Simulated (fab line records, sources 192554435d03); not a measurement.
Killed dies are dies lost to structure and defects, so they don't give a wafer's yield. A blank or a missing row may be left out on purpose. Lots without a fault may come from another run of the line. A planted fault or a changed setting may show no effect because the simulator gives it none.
One fault seen from 2 desks | flow n5_finfet | each desk has only its own numbers; what lay behind them comes last

THE METROLOGY DESK
What the gauges read, lot by lot, whatever tool the lot ran on: means of the sampled wafers that have a number. A lot is out of limits, marked OUT, if its mean lies more than 4 standard deviations from the usual mean; the brackets give that distance. Of its 12 readings 7 are shown: the one that was out of limits first, and those that lie furthest out on some lot.
Columns: A = M3_ILD_THK at N5_BEOL_M3_THK_MEAS_01, usual 79.2 nm; B = DIBL_N at N5_BEOL_M4_RC_MEAS_101, usual 36.2 mV/V; C = DIBL_P at N5_BEOL_M4_RC_MEAS_101, usual 36.2 mV/V; D = IOFF_N at N5_BEOL_M4_RC_MEAS_101, usual 0.16 nA/um; E = IOFF_P at N5_BEOL_M4_RC_MEAS_101, usual 0.21 nA/um; F = ION_P at N5_BEOL_M4_RC_MEAS_101, usual 462 uA/um; G = VT_N at N5_BEOL_M4_RC_MEAS_101, usual 250 mV
lot  | first seen here | A               | B    | C    | D    | E    | F   | G
L909 | day 7 08:04     | 78.3            | 35.0 | 36.6 | 0.16 | 0.22 | 472 | 250
L910 | day 7 11:03     | 78.6            | 38.2 | 40.2 | 0.25 | 0.31 | 475 | 241
L911 | day 7 14:47     | 78.7            | 35.3 | 34.9 | 0.14 | 0.19 | 466 | 249
L912 | day 7 23:51     | 78.0            | 40.4 | 40.5 | 0.25 | 0.32 | 477 | 243
L923 | day 10 19:17    | 78.6            | 33.8 | 32.5 | 0.11 | 0.15 | 446 | 256
L924 | day 10 23:26    | 112.5 (+30) OUT | 35.4 | 35.1 | 0.16 | 0.21 | 468 | 249
L925 | day 11 14:41    | 113.0 (+31) OUT | 32.2 | 30.7 | 0.09 | 0.13 | 446 | 258
L927 | day 11 21:52    | 80.1            | 35.4 | 36.0 | 0.14 | 0.19 | 458 | 252
L926 | day 12 03:34    | 79.7            | 36.3 | 34.8 | 0.15 | 0.20 | 461 | 248
L929 | day 12 15:05    | 79.1            | 36.4 | 35.9 | 0.15 | 0.21 | 458 | 251
This desk's finding: out of limits on L924, L925; first on L924, day 10 23:50 (M3_ILD_THK at N5_BEOL_M3_THK_MEAS_01). In limits: L909, L910, L911, L912, L923, L927, L926, L929.

THE TOOL OWNER'S DESK: pecvd-03
The tool's own readings at N5_BEOL_M3_ILD_DEP_00 (deposits SiOC from DEMS/O2, target thk 79 nm, time 15.3 s): means of the sampled wafers that have a number, for each lot that ran on this tool. A lot is out of limits, marked OUT, if its mean lies more than 4 standard deviations from the usual mean; the brackets give that distance.
Columns: A = heater_power_w at N5_BEOL_M3_ILD_DEP_00, usual 497 W; B = showerhead_plenum_p_Torr at N5_BEOL_M3_ILD_DEP_00, usual 5.698 Torr; C = susceptor_temp_C at N5_BEOL_M3_ILD_DEP_00, usual 350.03 C; D = throttle_valve_pct at N5_BEOL_M3_ILD_DEP_00, usual 12.0 %
lot  | first seen here | A   | B     | C      | D
L910 | day 7 11:22     | 511 | 5.698 | 350.14 | 12.5
L912 | day 8 00:10     | 464 | 5.709 | 349.91 | 12.4
L924 | day 10 23:47    | 449 | 5.688 | 349.92 | 12.2
L925 | day 11 15:04    | 430 | 5.681 | 350.12 | 12.3
This desk's finding: nothing out of limits on any of the 4 lots.

PUT TOGETHER
The metrology desk could have raised an alarm at day 10 23:50, on L924, L925.
The tool owner's desk saw nothing out of limits.
The tool owner's desk has L924, L925 on record, within its limits.
Of the lots named, all ran N5_BEOL_M3_ILD_DEP_00 on pecvd-03.

WHAT THE SIMULATOR HAD PUT IN
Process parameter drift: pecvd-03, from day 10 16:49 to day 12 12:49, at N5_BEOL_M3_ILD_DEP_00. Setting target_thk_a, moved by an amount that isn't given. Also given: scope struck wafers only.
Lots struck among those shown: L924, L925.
Hours from the fault's start to each desk's first reading out of limits: the metrology desk, 7.
